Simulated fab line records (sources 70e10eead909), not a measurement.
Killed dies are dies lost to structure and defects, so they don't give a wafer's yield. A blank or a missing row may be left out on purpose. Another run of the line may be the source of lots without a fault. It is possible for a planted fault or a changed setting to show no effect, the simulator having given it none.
fab line records	flow nand_harc
[record] lots = 24	wafers = 72	last_day = 25
route steps=1159 shown A_CONTACT@943 A_BLC@975 A_M1@1057
lots with no fault: from the same line, run without faults
start_h: hours from the record's opening day to when the first of the lot's shown wafers began	wait_h: time in hours since the lot's previous step	" as in the row above	L1.1+2: a single row standing in for several wafers	- no value present, or no start provided	* or withheld: withheld	< > ~ a bound
route shown NAME@n: names a module that has steps shown in the file, with the first one's number in the route	usual: mean/standard deviation taken from wafers without a fault	same: alike in all rows	chamber/n: place in a boat	sites: the reading at each site	_std_site: the standard deviation of these	_edge_site: mean of outer sites minus mean of inner sites	radius_mm: for every site, how far away it sits from the centre of the wafer	mask NAME#n: copy n	behind: the last tool/chamber to shape the wafer	hold: what put the lot on hold/how long, in hours/how the hold closed	device: names the non-switching transistor (n, p or np)	end of line: at the end of the route, the tests of the same wafers	a step with no rows: only its recipe	killed: count of dies lost to structure and defects at first sort (not the wafer's yield)	map: a wafer's dies, marking killed ones x, the rest . and places with no die _
set.NAME: the setting the step ran with; set.NAME@STEP: the setting that earlier step ran with	model.NAME: the simulator's own value behind a step, which no gauge read
a sample of lots followed through the steps of the route, with each step as a table and each wafer as a row
services: the hour from which a tool's chamber was out of use, counted from the record's first day as start_h (under 0 if before that day), plus the number of hours and why
[[steps]]
[step NHARC_A_CONTACT_ETCH_134]
[recipe] source_w = withheld	pressure_mtorr = 20	bias_v = withheld	time_s = 140	target_depth_a = 7000	ar_flow_sccm = withheld	c4f8_flow_sccm = withheld	o2_flow_sccm = withheld	chemistry = C4F8/O2/Ar
lot.wafer	tool	chamber	start_h	wait_h	rf_hours_counter_h
L074.3	har_cap_etch-01	1	383.64	-	-
L074.4	"	0	"	"	-
L074.5	"	0	"	"	-
L076.2	har_cap_etch-02	0	385.05	-	11
L076.3	"	0	"	"	-
L076.6	"	0	"	"	-
L075.2	har_cap_etch-03	0	386.41	-	88
L075.4	"	1	"	"	-
L075.5	"	0	"	"	-
L077.1	har_cap_etch-01	1	394.83	-	61
L077.4	"	0	"	"	-
L077.5	"	1	"	"	-
L079.1	har_cap_etch-02	1	401.24	-	14
L079.4	"	1	"	"	-
L079.5	"	0	"	"	-
L078.1	har_cap_etch-01	0	406.65	-	63
L078.4	"	1	"	"	-
L078.3	"	0	"	"	-
L080.2	har_cap_etch-02	1	411.50	-	15
L080.6	"	0	"	"	-
L080.5	"	1	"	"	-
L081.2	har_cap_etch-02	0	423.09	-	15
L081.4	"	0	"	"	-
L081.6	"	0	"	"	-
L082.2	har_cap_etch-03	0	437.44	-	98
L082.1	"	1	"	"	98
L082.6	"	1	"	"	-
L084.1	har_cap_etch-02	0	439.56	-	19
L084.3	"	1	"	"	-
L084.4	"	0	"	"	-
L083.4	har_cap_etch-03	0	441.06	-	-
L083.3	"	1	"	"	-
L083.5	"	0	"	"	-
L088.1	har_cap_etch-01	1	450.32	-	72
L088.3	"	0	"	"	-
L088.6	"	0	"	"	-
L087.2	har_cap_etch-01	1	451.25	-	72
L087.4	"	0	"	"	-
L087.5	"	1	"	"	-
L086.2	har_cap_etch-02	1	455.26	-	22
L086.3	"	0	"	"	-
L086.5	"	0	"	"	-
L089.3	har_cap_etch-03	0	464.82	-	-
L089.5	"	1	"	"	-
L089.6	"	0	"	"	-
L085.1	har_cap_etch-02	1	465.73	-	24
L085.2	"	0	"	"	24
L085.3	"	0	"	"	-
L091.4	har_cap_etch-02	1	473.59	-	-
L091.3	"	0	"	"	-
L091.5	"	0	"	"	-
L090.1	har_cap_etch-02	0	477.66	-	25
L090.4	"	1	"	"	-
L090.5	"	0	"	"	-
L093.1	har_cap_etch-01	0	494.28	-	80
L093.3	"	0	"	"	-
L093.5	"	1	"	"	-
L092.3	har_cap_etch-03	1	494.93	-	-
L092.5	"	1	"	"	-
L092.6	"	0	"	"	-
L094.1	har_cap_etch-01	1	502.42	-	80
L094.3	"	0	"	"	-
L094.6	"	0	"	"	-
L097.2	har_cap_etch-01	1	519.55	-	82
L097.1	"	0	"	"	82
L097.6	"	0	"	"	-
L095.1	har_cap_etch-02	1	536.33	-	35
L095.3	"	0	"	"	-
L095.5	"	1	"	"	-
L096.2	har_cap_etch-01	1	540.99	-	87
L096.4	"	0	"	"	-
L096.5	"	0	"	"	-
[step NHARC_A_CONTACT_ETCH_98]
[recipe] target_depth_a = 200	over_etch_frac = 0.5	time_s = 10	ion_energy_ev = 250	c4f6_flow_sccm = 25	o2_flow_sccm = 20	ar_flow_sccm = 500	rf_w = 600	bias_w = 500	chemistry = C4F6/O2
[usual] drypump_motor_current_A = 5.9/0.48	o2_flow_sccm = 20.01/0.055	oes_product_au = 0.958/0.019	rf_vpp_V = 546/3.6	showerhead_plenum_p_Torr = 3.88/0.17	throttle_valve_pct = 26.904/0.0083
lot.wafer	tool	chamber	start_h	wait_h	drypump_motor_current_A	o2_flow_sccm	oes_product_au	rf_hours_counter_h	rf_vpp_V	showerhead_plenum_p_Torr	throttle_valve_pct
L074.3	rie_diel-08	1	-	-	6.1	20.12	0.922	16	543	3.83	26.903
L074.4	"	3	"	"	6.2	20.00	0.974	-	545	3.75	26.901
L074.5	"	0	"	"	6.3	19.86	0.959	-	543	3.79	26.921
L076.2	rie_diel-04	1	-	-	5.5	19.98	0.951	31	545	3.86	26.895
L076.3	"	2	"	"	5.7	20.02	0.970	24	553	4.17	26.902
L076.6	"	3	"	"	6.0	20.04	0.939	-	548	4.02	26.887
L075.2	rie_diel-08	3	387.69	0.2	6.2	20.03	0.979	11	545	3.75	26.903
L075.4	"	1	"	"	6.2	20.11	0.953	-	547	3.83	26.917
L075.5	"	3	"	"	6.2	20.05	0.976	-	543	3.75	26.907
L077.1	rie_diel-08	2	-	-	4.9	19.97	0.956	17	552	4.13	26.905
L077.4	"	3	"	"	6.2	20.04	0.987	12	544	3.75	26.892
L077.5	"	2	"	"	4.9	20.08	0.971	-	551	4.13	26.907
L079.4	rie_diel-08	2	-	-	4.9	20.08	0.948	17	552	4.13	26.906
L079.1	"	3	"	"	6.2	19.98	0.944	13	544	3.75	26.917
L079.5	"	0	"	"	6.3	19.91	0.938	-	544	3.79	26.906
L078.1	rie_diel-08	0	-	-	6.3	20.03	0.949	18	545	3.79	26.914
L078.4	"	1	"	"	6.1	20.02	0.924	21	546	3.83	26.904
L078.3	"	2	"	"	4.9	19.89	0.940	19	551	4.13	26.902
L080.2	rie_diel-08	0	-	-	6.3	20.03	0.938	18	544	3.79	26.892
L080.5	"	2	"	"	4.9	20.04	0.949	-	550	4.13	26.914
L080.6	"	3	"	"	6.2	19.98	0.951	-	543	3.75	26.899
L081.4	rie_diel-08	2	-	-	4.9	19.96	0.972	21	552	4.13	26.905
L081.2	"	3	"	"	6.2	20.01	0.968	16	543	3.75	26.903
L081.6	"	1	"	"	6.1	20.03	0.945	-	545	3.83	26.905
L082.2	rie_diel-08	3	-	-	6.2	20.02	0.960	18	544	3.75	26.872
L082.1	"	0	"	"	6.3	20.03	0.976	21	545	3.79	26.899
L082.6	"	2	"	"	4.9	19.90	0.967	-	551	4.13	26.914
L084.4	rie_diel-06	1	-	-	6.2	20.02	0.975	5	543	3.69	26.910
L084.3	"	2	"	"	5.7	19.98	0.972	5	543	3.69	26.901
L084.1	"	3	"	"	5.8	20.00	0.965	5	549	4.01	26.892
L083.3	rie_diel-08	0	-	-	6.3	19.97	0.951	22	544	3.79	26.907
L083.4	"	1	"	"	6.2	19.97	0.943	26	546	3.83	26.900
L083.5	"	0	"	"	6.3	20.00	0.949	-	542	3.79	26.904
L088.1	rie_diel-08	2	-	-	4.9	19.98	0.976	26	551	4.13	26.904
L088.3	"	3	"	"	6.2	19.94	0.975	21	543	3.75	26.896
L088.6	"	3	"	"	6.2	20.05	0.974	-	543	3.75	26.910
L087.2	rie_diel-08	0	-	-	6.3	19.95	0.984	24	543	3.79	26.885
L087.4	"	1	"	"	6.1	20.04	0.959	29	546	3.83	26.897
L087.5	"	2	"	"	4.9	20.02	0.959	-	552	4.13	26.897
L086.2	rie_diel-04	2	-	-	5.6	20.04	0.958	53	552	4.15	26.900
L086.3	"	3	"	"	6.0	19.92	0.937	53	549	4.01	26.902
L086.5	"	2	"	"	5.6	20.08	0.954	-	552	4.15	26.919
L089.3	rie_diel-06	3	-	-	5.7	20.05	1.000	17	551	4.01	26.902
L089.6	"	2	"	"	5.7	19.94	0.984	-	543	3.68	26.914
L089.5	"	3	"	"	5.8	20.08	1.006	-	549	4.01	26.906
L085.3	rie_diel-08	3	-	-	6.2	19.97	0.973	24	542	3.74	26.904
L085.2	"	0	"	"	6.3	20.02	0.977	28	544	3.79	26.902
L085.1	"	2	"	"	4.9	19.98	0.953	29	550	4.12	26.908
L091.3	rie_diel-08	3	-	-	6.2	20.01	0.936	25	543	3.74	26.914
L091.4	"	0	"	"	6.3	19.95	0.949	29	544	3.79	26.913
L091.5	"	3	"	"	6.2	20.02	0.940	-	544	3.74	26.898
L090.4	rie_diel-06	1	-	-	6.2	20.04	0.943	23	541	3.68	26.911
L090.1	"	2	"	"	5.7	20.06	0.949	24	542	3.67	26.916
L090.5	"	0	"	"	5.6	20.04	0.932	-	553	4.21	26.908
L093.3	rie_diel-08	1	-	-	6.1	19.92	0.952	1	545	3.82	26.898
L093.1	"	2	"	"	4.9	20.02	0.968	1	552	4.12	26.903
L093.5	"	0	"	"	6.3	20.07	0.972	-	544	3.78	26.915
L092.3	rie_diel-06	3	-	-	5.8	19.97	0.953	26	550	4.00	26.912
L092.5	"	1	"	"	6.2	20.02	0.937	-	541	3.68	26.907
L092.6	"	2	"	"	5.7	20.00	0.921	-	542	3.67	26.901
L094.3	rie_diel-06	2	-	-	5.7	19.97	0.992	30	543	3.67	26.893
L094.1	"	3	"	"	5.8	20.01	1.018	30	549	4.00	26.905
L094.6	"	1	"	"	6.2	19.98	0.989	-	541	3.67	26.906
L097.2	rie_diel-08	2	-	-	4.9	19.97	0.961	5	550	4.12	26.908
L097.1	"	0	"	"	6.3	19.96	0.981	6	544	3.78	26.892
L097.6	"	2	"	"	4.9	19.92	0.960	-	550	4.12	26.889
L095.3	rie_diel-06	3	-	-	5.8	19.98	0.941	43	549	3.99	26.902
L095.1	"	1	"	"	6.2	20.07	0.941	44	542	3.67	26.890
L095.5	"	3	"	"	5.8	20.01	0.938	-	549	3.99	26.915
L096.2	rie_diel-08	3	542.24	0.2	6.2	20.09	0.967	11	544	3.74	26.903
L096.5	"	2	"	"	4.9	20.08	0.977	-	551	4.12	26.904
L096.4	"	3	"	"	6.2	20.04	0.975	-	544	3.74	26.909
[step NHARC_A_BLC_OVL_MEAS_11]
[usual] overlay_x_nm = 0.0/0.74	overlay_y_nm = -0.2/0.78
lot.wafer	tool	chamber	start_h	wait_h	overlay_x_nm	overlay_y_nm
L074.3	overlay-01	-	392.03	-	0.2	-0.6
L074.4	"	-	"	"	0.2	-0.7
L074.5	"	-	"	"	0.0	0.0
L076.2	overlay-02	-	395.62	-	-1.0	1.4
L076.3	"	-	"	"	-0.3	1.2
L076.6	"	-	"	"	-0.6	1.1
L075.2	overlay-01	-	396.35	-	-0.6	-0.6
L075.4	"	-	"	"	-0.2	-1.2
L075.5	"	-	"	"	-0.1	-1.1
L077.1	overlay-02	-	399.17	-	0.0	0.3
L077.4	"	-	"	"	-0.1	0.3
L077.5	"	-	"	"	-0.4	-0.2
L079.1	overlay-02	-	405.54	-	0.6	0.8
L079.4	"	-	"	"	0.3	0.2
L079.5	"	-	"	"	0.1	0.6
L078.1	overlay-01	-	411.70	-	-1.3	-0.4
L078.3	"	-	"	"	-0.7	-0.3
L078.4	"	-	"	"	-0.9	-1.3
L080.2	overlay-01	-	421.17	-	-1.1	-1.9
L080.5	"	-	"	"	-0.6	-2.3
L080.6	"	-	"	"	-0.5	-1.8
L081.2	overlay-02	-	430.94	-	0.0	-0.8
L081.4	"	-	"	"	0.2	-1.0
L081.6	"	-	"	"	0.2	-1.2
L082.1	overlay-02	-	445.24	-	-0.5	0.3
L082.2	"	-	"	"	-0.1	0.4
L082.6	"	-	"	"	-0.9	0.4
L084.1	overlay-02	-	448.49	-	1.3	0.7
L084.3	"	-	"	"	0.9	0.0
L084.4	"	-	"	"	1.1	-0.2
L083.3	overlay-02	-	448.79	-	1.7	0.8
L083.4	"	-	"	"	1.2	0.5
L083.5	"	-	"	"	1.9	1.3
L088.1	overlay-01	-	456.31	-	-1.1	-1.0
L088.3	"	-	"	"	-1.0	-0.3
L088.6	"	-	"	"	-0.7	-0.4
L087.2	overlay-01	-	456.92	-	0.2	-0.4
L087.4	"	-	"	"	0.4	0.3
L087.5	"	-	"	"	0.8	-0.1
L086.2	overlay-02	-	459.49	-	1.0	1.1
L086.3	"	-	"	"	0.3	0.9
L086.5	"	-	"	"	0.5	0.3
L089.3	overlay-01	-	469.95	-	0.0	-0.8
L089.5	"	-	"	"	0.1	-1.1
L089.6	"	-	"	"	0.6	-0.7
L085.1	overlay-01	-	470.25	-	-0.7	-0.8
L085.2	"	-	"	"	-1.2	-0.6
L085.3	"	-	"	"	-0.5	-0.3
L091.3	overlay-02	-	477.89	-	0.2	-0.2
L091.4	"	-	"	"	-0.1	-0.6
L091.5	"	-	"	"	0.0	-0.2
L090.1	overlay-01	-	492.88	-	-0.5	-0.1
L090.4	"	-	"	"	-0.7	-0.2
L090.5	"	-	"	"	-0.9	0.0
L093.1	overlay-02	-	500.73	-	-1.3	-0.5
L093.3	"	-	"	"	-1.3	-0.2
L093.5	"	-	"	"	-1.0	0.0
L092.3	overlay-01	-	501.52	-	0.9	-0.8
L092.5	"	-	"	"	1.4	-0.7
L092.6	"	-	"	"	0.9	-0.7
L094.1	overlay-01	-	509.33	-	-0.1	0.4
L094.3	"	-	"	"	0.3	0.8
L094.6	"	-	"	"	-0.1	0.6
L097.1	overlay-01	-	523.91	-	0.2	-0.8
L097.2	"	-	"	"	0.2	0.0
L097.6	"	-	"	"	0.2	-0.6
L095.1	overlay-01	-	542.84	-	-0.6	-1.0
L095.3	"	-	"	"	-0.5	-0.6
L095.5	"	-	"	"	-0.5	-0.7
L096.2	overlay-01	-	547.63	-	-0.3	-1.4
L096.4	"	-	"	"	0.3	-0.9
L096.5	"	-	"	"	-0.2	-1.0
[step NHARC_A_BLC_CD_MEAS_19]
[usual] cd_nm = 100.0/2.3
lot.wafer	tool	chamber	start_h	wait_h	cd_nm
L074.3	cd_sem-03	-	393.19	-	100.9
L074.4	"	-	"	"	105.5
L074.5	"	-	"	"	98.1
L076.2	cd_sem-02	-	396.94	-	99.0
L076.3	"	-	"	"	97.5
L076.6	"	-	"	"	99.1
L075.2	cd_sem-03	-	397.86	-	102.3
L075.4	"	-	"	"	101.9
L075.5	"	-	"	"	102.1
L077.1	cd_sem-03	-	400.46	-	99.9
L077.4	"	-	"	"	102.4
L077.5	"	-	"	"	100.4
L079.1	cd_sem-01	-	406.61	-	101.4
L079.4	"	-	"	"	98.7
L079.5	"	-	"	"	99.4
L078.1	cd_sem-03	-	412.76	-	98.1
L078.3	"	-	"	"	95.4
L078.4	"	-	"	"	99.1
L080.2	cd_sem-01	-	422.23	-	99.3
L080.5	"	-	"	"	97.3
L080.6	"	-	"	"	97.9
L081.2	cd_sem-02	-	432.01	-	97.7
L081.4	"	-	"	"	99.8
L081.6	"	-	"	"	98.1
L082.1	cd_sem-02	-	446.30	-	97.7
L082.2	"	-	"	"	93.9
L082.6	"	-	"	"	100.0
L084.1	cd_sem-02	-	449.56	-	98.8
L084.3	"	-	"	"	98.0
L084.4	"	-	"	"	98.3
L083.3	cd_sem-01	-	449.86	-	100.6
L083.4	"	-	"	"	100.1
L083.5	"	-	"	"	99.1
L088.1	cd_sem-01	-	457.38	-	97.8
L088.3	"	-	"	"	97.4
L088.6	"	-	"	"	99.1
L087.2	cd_sem-02	-	458.13	-	101.0
L087.4	"	-	"	"	100.7
L087.5	"	-	"	"	103.6
L086.2	cd_sem-02	-	460.55	-	99.6
L086.3	"	-	"	"	101.9
L086.5	"	-	"	"	103.9
L089.3	cd_sem-03	-	471.05	-	95.3
L089.5	"	-	"	"	104.2
L089.6	"	-	"	"	96.8
L085.1	cd_sem-02	-	471.38	-	104.0
L085.2	"	-	"	"	101.4
L085.3	"	-	"	"	100.0
L091.3	cd_sem-01	-	478.97	-	99.4
L091.4	"	-	"	"	100.1
L091.5	"	-	"	"	97.2
L090.1	cd_sem-03	-	493.95	-	103.2
L090.4	"	-	"	"	101.8
L090.5	"	-	"	"	103.0
L093.1	cd_sem-02	-	501.79	-	98.9
L093.3	"	-	"	"	99.5
L093.5	"	-	"	"	98.2
L092.3	cd_sem-03	-	502.59	-	103.2
L092.5	"	-	"	"	102.2
L092.6	"	-	"	"	100.0
L094.1	cd_sem-02	-	510.41	-	101.8
L094.3	"	-	"	"	103.1
L094.6	"	-	"	"	102.6
L097.1	cd_sem-03	-	525.07	-	96.8
L097.2	"	-	"	"	98.5
L097.6	"	-	"	"	96.8
L095.1	cd_sem-02	-	543.91	-	98.7
L095.3	"	-	"	"	97.4
L095.5	"	-	"	"	99.9
L096.2	cd_sem-02	-	548.73	-	102.1
L096.4	"	-	"	"	101.6
L096.5	"	-	"	"	101.3
[step NHARC_A_BLC_STRIP_21]
[recipe] o2_flow_sccm = 500	ar_flow_sccm = 0	bias_w = 0	chemistry = O2
[usual] drypump_motor_current_A = 5.6/0.43	o2_flow_sccm = 500.4/1.6	oes_product_au = 0.997/0.0092	rf_vpp_V = 57.6/0.96	showerhead_plenum_p_Torr = 3.46/0.15	throttle_valve_pct = 17.037/0.009
lot.wafer	tool	chamber	start_h	wait_h	drypump_motor_current_A	o2_flow_sccm	oes_product_au	rf_hours_counter_h	rf_vpp_V	showerhead_plenum_p_Torr	throttle_valve_pct
L074.3	rie_diel-12	1	393.39	0.1	5.2	501.8	1.010	1	57.9	3.40	17.030
L074.4	"	1	"	"	5.2	500.7	1.003	-	58.7	3.40	17.035
L074.5	"	0	"	"	5.7	499.0	0.995	-	56.0	3.32	17.049
L076.3	rie_diel-12	0	397.37	0.1	5.7	500.7	1.009	2	57.0	3.32	17.037
L076.2	"	1	"	"	5.2	498.5	1.006	2	58.0	3.40	17.028
L076.6	"	1	"	"	5.1	499.2	1.010	-	57.5	3.40	17.041
L075.2	rie_diel-12	3	398.06	0.1	5.0	499.4	0.993	2	57.4	3.39	17.027
L075.5	"	3	"	"	5.0	501.0	1.003	-	58.0	3.39	17.035
L075.4	"	1	"	"	5.2	498.9	1.001	-	55.9	3.40	17.045
L077.1	rie_diel-12	3	400.67	0.1	5.0	499.9	1.008	3	57.3	3.39	17.034
L077.4	"	1	"	"	5.2	499.0	0.999	-	56.9	3.40	17.056
L077.5	"	0	"	"	5.7	500.6	0.995	-	57.2	3.32	17.040
L079.4	rie_diel-03	1	406.78	0.1	5.4	500.6	0.999	1	58.9	3.40	17.050
L079.1	"	3	"	"	5.7	499.4	1.004	1	57.3	3.68	17.031
L079.5	"	1	"	"	5.4	499.6	0.998	-	57.2	3.40	17.033
L078.1	rie_diel-03	2	412.94	0.1	6.3	500.4	0.990	2	57.8	3.60	17.034
L078.4	"	3	"	"	5.7	500.4	1.005	1	60.3	3.68	17.027
L078.3	"	1	"	"	5.4	498.0	0.993	2	56.8	3.40	17.042
L080.2	rie_diel-12	2	422.42	0.1	6.2	500.7	0.992	3	57.7	3.71	17.037
L080.5	"	1	"	"	5.1	499.9	1.010	-	57.3	3.40	17.045
L080.6	"	2	"	"	6.2	499.5	0.986	-	57.9	3.70	17.038
L081.4	rie_diel-03	1	432.18	0.1	5.4	498.5	1.002	4	57.4	3.40	17.032
L081.2	"	3	"	"	5.7	500.6	1.003	4	57.0	3.68	17.025
L081.6	"	2	"	"	6.3	501.7	0.987	-	57.7	3.60	17.046
L082.1	rie_diel-03	1	446.48	0.1	5.4	502.2	1.007	6	57.1	3.40	17.029
L082.2	"	2	"	"	6.3	499.8	0.984	6	57.0	3.60	17.045
L082.6	"	2	"	"	6.3	501.5	0.993	-	57.4	3.60	17.044
L084.4	rie_diel-03	2	449.75	0.1	6.3	500.6	0.980	7	58.8	3.60	17.046
L084.3	"	3	"	"	5.7	500.2	1.005	6	58.5	3.68	17.028
L084.1	"	0	"	"	5.5	498.2	0.993	4	56.4	3.30	17.036
L083.4	rie_diel-12	2	450.05	0.1	6.2	495.4	0.986	5	57.4	3.70	17.032
L083.3	"	3	"	"	5.0	500.1	0.995	6	56.5	3.39	17.046
L083.5	"	1	"	"	5.2	501.5	1.013	-	58.2	3.40	17.025
L088.1	rie_diel-05	1	457.57	0.1	5.7	504.2	0.985	44	58.3	3.33	17.056
L088.3	"	2	"	"	5.3	500.7	0.983	41	57.7	3.46	17.060
L088.6	"	1	"	"	5.7	500.7	1.000	-	57.9	3.33	17.050
L087.2	rie_diel-12	2	458.31	0.1	6.2	500.9	0.985	5	58.7	3.70	17.041
L087.4	"	0	"	"	5.7	502.4	0.996	7	57.0	3.32	17.036
L087.5	"	1	"	"	5.2	501.9	1.007	-	56.0	3.40	17.029
L086.2	rie_diel-12	2	460.75	0.1	6.1	501.5	0.980	5	58.8	3.70	17.027
L086.3	"	3	"	"	5.0	500.2	0.985	7	58.4	3.39	17.035
L086.5	"	0	"	"	5.7	502.6	0.994	-	57.3	3.32	17.042
L089.3	rie_diel-03	1	471.22	0.1	5.4	499.7	1.013	9	58.8	3.39	17.048
L089.6	"	1	"	"	5.4	499.9	1.004	-	58.4	3.39	17.037
L089.5	"	2	"	"	6.3	498.3	0.991	-	57.5	3.60	17.050
L085.2	rie_diel-03	2	471.57	0.1	6.3	499.6	1.000	9	60.0	3.60	17.025
L085.3	"	3	"	"	5.7	500.5	1.012	9	56.9	3.67	17.044
L085.1	"	0	"	"	5.5	499.1	0.990	7	57.9	3.30	17.048
L091.3	rie_diel-03	3	479.15	0.1	5.7	499.6	1.003	10	58.4	3.67	17.041
L091.4	"	2	"	"	6.3	498.6	0.987	10	59.7	3.60	17.034
L091.5	"	0	"	"	5.5	501.7	0.979	-	57.8	3.30	17.036
L090.4	rie_diel-12	2	494.14	0.1	6.2	500.8	0.980	9	58.7	3.70	17.045
L090.1	"	0	"	"	5.7	500.5	1.003	10	56.1	3.31	17.032
L090.5	"	2	"	"	6.2	501.9	0.982	-	57.7	3.70	17.032
L093.1	rie_diel-12	3	501.99	0.1	5.0	502.0	0.984	11	58.1	3.39	17.031
L093.3	"	0	"	"	5.7	500.5	1.007	11	57.0	3.31	17.039
L093.5	"	1	"	"	5.1	499.1	1.013	-	59.3	3.40	17.044
L092.3	rie_diel-03	1	502.78	0.1	5.4	502.5	1.003	12	57.0	3.39	17.053
L092.5	"	3	"	"	5.7	502.4	1.010	-	59.9	3.67	17.061
L092.6	"	0	"	"	5.5	501.0	0.988	-	56.3	3.30	17.037
L094.1	rie_diel-03	2	510.59	0.1	6.3	502.8	1.002	13	57.5	3.59	17.022
L094.3	"	1	"	"	5.4	499.2	1.002	12	58.6	3.39	17.030
L094.6	"	3	"	"	5.7	500.5	1.006	-	57.4	3.67	17.036
L097.2	rie_diel-12	2	525.25	0.1	6.1	502.1	0.980	13	57.8	3.70	17.043
L097.1	"	3	"	"	5.0	503.0	0.982	14	56.6	3.39	17.028
L097.6	"	3	"	"	5.0	501.8	0.991	-	58.8	3.38	17.030
L095.3	rie_diel-12	3	544.09	0.1	5.0	498.4	0.993	16	56.7	3.38	17.023
L095.1	"	0	"	"	5.7	498.6	0.993	16	54.8	3.31	17.035
L095.5	"	3	"	"	5.0	497.3	0.984	-	58.0	3.38	17.035
L096.4	rie_diel-12	2	548.92	0.1	6.2	503.2	0.990	15	58.0	3.70	17.044
L096.2	"	3	"	"	5.0	500.6	0.987	17	58.7	3.38	17.037
L096.5	"	2	"	"	6.2	502.2	0.996	-	59.1	3.70	17.049
[step NHARC_A_M1_PRE_CLEAN_32]
[recipe] time_s = 12	temp_c = 370	rf_power_w = 300	gas = NH3
[usual] heater_power_w = 649/95
lot.wafer	tool	chamber	start_h	wait_h	heater_power_w
L074.3	pecvd-02	2	405.30	0.1	715
L074.4	"	0	"	"	877
L074.5	"	2	"	"	702
L076.2	pecvd-02	2	407.24	0.1	769
L076.3	"	0	"	"	801
L076.6	"	1	"	"	545
L075.2	pecvd-04	2	407.62	0.1	661
L075.5	"	1	"	"	536
L075.4	"	2	"	"	636
L077.1	pecvd-03	0	410.49	0.1	590
L077.5	"	1	"	"	666
L077.4	"	2	"	"	686
L079.1	pecvd-04	0	416.29	0.1	624
L079.5	"	0	"	"	635
L079.4	"	2	"	"	599
L078.1	pecvd-04	1	428.02	0.2	542
L078.3	"	2	"	"	617
L078.4	"	2	"	"	623
L080.2	pecvd-03	2	432.82	0.1	644
L080.5	"	0	"	"	594
L080.6	"	1	"	"	607
L081.2	pecvd-04	2	443.43	0.1	604
L081.6	"	0	"	"	608
L081.4	"	2	"	"	610
L082.1	pecvd-02	0	457.38	0.1	811
L082.2	"	2	"	"	774
L082.6	"	2	"	"	775
L084.1	pecvd-03	0	462.60	0.1	556
L084.3	"	1	"	"	719
L084.4	"	2	"	"	683
L083.3	pecvd-02	1	463.03	0.1	517
L083.5	"	1	"	"	519
L083.4	"	2	"	"	728
L088.1	pecvd-04	1	467.37	0.1	563
L088.3	"	0	"	"	655
L088.6	"	1	"	"	560
L087.2	pecvd-02	2	468.06	0.1	685
L087.5	"	0	"	"	768
L087.4	"	1	"	"	563
L086.3	pecvd-04	0	470.47	0.1	605
L086.2	"	2	"	"	635
L086.5	"	1	"	"	491
L089.3	pecvd-04	2	481.43	0.1	537
L089.6	"	1	"	"	569
L089.5	"	2	"	"	539
L085.1	pecvd-04	1	481.76	0.3	590
L085.3	"	2	"	"	621
L085.2	"	0	"	"	665
L091.3	pecvd-02	2	499.38	0.1	687
L091.5	"	1	"	"	550
L091.4	"	0	"	"	844
L090.1	pecvd-02	1	503.80	0.1	560
L090.4	"	2	"	"	788
L090.5	"	1	"	"	553
L093.3	pecvd-04	0	514.43	0.1	682
L093.1	"	2	"	"	643
L093.5	"	1	"	"	529
L092.3	pecvd-04	0	515.60	0.4	674
L092.6	"	0	"	"	664
L092.5	"	2	"	"	628
L094.1	pecvd-03	0	520.93	0.1	634
L094.3	"	1	"	"	702
L094.6	"	2	"	"	694
L097.2	pecvd-02	0	537.97	0.1	830
L097.1	"	1	"	"	566
L097.6	"	1	"	"	562
L095.3	pecvd-02	2	554.92	0.1	731
L095.1	"	0	"	"	726
L095.5	"	1	"	"	478
L096.2	pecvd-02	1	562.56	0.1	586
L096.5	"	2	"	"	706
L096.4	"	0	"	"	795
[[services]]
tool	chamber	start_h	hours	kind
pecvd-04	-	376.32	13.0	pm
rie_diel-12	-	379.43	9.0	pm
rie_diel-08	2	384.74	5.2	repair
rie_diel-12	2	390.66	11.2	repair
rie_diel-03	-	392.30	9.0	pm
har_cap_etch-02	-	407.79	0.4	repair
rie_diel-03	0	417.05	9.7	repair
rie_diel-06	-	419.80	9.0	pm
rie_diel-03	-	428.97	0.8	repair
rie_diel-12	1	435.64	4.4	repair
rie_diel-03	1	442.17	2.5	repair
rie_diel-06	1	467.15	1.4	repair
rie_diel-03	3	472.58	4.9	repair
rie_diel-08	-	478.86	9.0	pm
rie_diel-03	0	479.40	12.8	repair
pecvd-02	1	481.86	5.7	repair
rie_diel-08	-	504.61	0.9	repair
rie_diel-08	1	510.47	3.5	repair
pecvd-02	-	515.00	13.0	pm
rie_diel-08	1	539.98	9.6	repair
pecvd-02	2	546.55	1.9	repair
rie_diel-12	-	556.43	9.0	pm
pecvd-04	-	557.32	13.0	pm
rie_diel-08	1	562.47	5.0	repair
[[key]]
fault none
